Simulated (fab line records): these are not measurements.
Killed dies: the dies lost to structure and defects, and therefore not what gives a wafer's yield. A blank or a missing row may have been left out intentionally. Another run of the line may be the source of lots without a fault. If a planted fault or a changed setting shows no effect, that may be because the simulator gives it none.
Matching of chambers / flow n5-finfet / rie-diel-06 running N5_SD_EPI_P_ETCH_36: 4 sister chambers
The step etches SiARC in CF4, target depth 45.5 nm, time 75.8 s. 4 wafers are shown with their chamber, then 7 later ones without.

## WAFERS, EACH WITH ITS CHAMBER
wafer=L082.5; chamber=0; throttle-valve-pct (%)=15.28
wafer=L082.6; chamber=3; throttle-valve-pct (%)=15.67
wafer=L083.1; chamber=2; throttle-valve-pct (%)=15.85
wafer=L083.2; chamber=1; throttle-valve-pct (%)=15.55

## WAFERS WHOSE CHAMBER IS MISSING
wafer=L083.6; throttle-valve-pct (%)=15.68
wafer=L089.3; throttle-valve-pct (%)=15.88
wafer=L089.5; throttle-valve-pct (%)=15.60
wafer=L089.6; throttle-valve-pct (%)=15.87
wafer=L092.2; throttle-valve-pct (%)=15.60
wafer=L092.3; throttle-valve-pct (%)=15.88
wafer=L092.4; throttle-valve-pct (%)=15.30

## WHICH CHAMBER EACH WENT THROUGH
wafer=L083.6; from the rows above=3; in truth=3
wafer=L089.3; from the rows above=2; in truth=2
wafer=L089.5; from the rows above=can't be placed: 1 or 3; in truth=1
wafer=L089.6; from the rows above=2; in truth=2
wafer=L092.2; from the rows above=can't be placed: 1 or 3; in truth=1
wafer=L092.3; from the rows above=2; in truth=2
wafer=L092.4; from the rows above=0; in truth=0
5 of 7 placed correctly. Unplaceable from these rows: 2, with the true chamber sitting among the candidates in 2. Wrongly placed: 0.
How it was worked out, from the rows above alone: a wafer's distance from a chamber is the root of the sum, over the readings, of the square of ((its reading less the chamber's mean) divided by the reading's scatter). The wafer belongs to the nearest chamber; if the next one is less than 2 further off, it can't be placed. Each chamber's mean is taken over the wafers shown for it. The scatter: with one shown wafer a chamber, the root of the mean of the squares of how far each hidden wafer lies from its nearest shown one.
